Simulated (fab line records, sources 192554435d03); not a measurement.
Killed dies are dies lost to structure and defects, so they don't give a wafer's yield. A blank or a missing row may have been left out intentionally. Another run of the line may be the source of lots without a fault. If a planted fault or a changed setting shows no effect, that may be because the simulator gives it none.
Chamber matching    flow n5-finfet    4 sister chambers for N5_BEOL_M10_STRIP_67 on rie-diel-05
The step strips in CF4. 4 wafers are shown with their chamber, then 11 later ones without.

WAFERS PAIRED WITH THEIR CHAMBERS
wafer   chamber  showerhead-plenum-p-Torr (Torr)
L084.1  2        1.90
L084.2  3        1.84
L084.3  1        1.81
L084.4  0        1.70

WAFERS MISSING THEIR CHAMBER
wafer   showerhead-plenum-p-Torr (Torr)
L084.5  1.81
L084.6  1.70
L087.1  1.84
L087.2  1.81
L087.3  1.90
L094.2  1.69
L094.3  1.90
L094.6  1.69
L095.2  1.81
L095.3  1.89
L095.4  1.69

CHAMBER TAKEN BY EACH
wafer   from the rows above  in truth
L084.5  1                    1
L084.6  0                    0
L087.1  3                    3
L087.2  1                    1
L087.3  2                    2
L094.2  0                    0
L094.3  2                    2
L094.6  0                    0
L095.2  1                    1
L095.3  2                    2
L095.4  0                    0
Correctly placed: 11 of 11. From these rows, 0 cannot be placed. Wrongly placed: 0.
How it was worked out, from the rows above alone: a wafer's distance from a chamber is the root of the sum, over the readings, of the square of ((its reading less the chamber's mean) divided by the reading's scatter). If the next closest chamber is less than 2 further off than the closest, the wafer can't be placed; otherwise it belongs to the closest. The mean given for a chamber averages the wafers shown for that chamber. The scatter (one wafer shown for each chamber): square how far every hidden wafer sits from the nearest shown wafer, average those squares and take the square root.
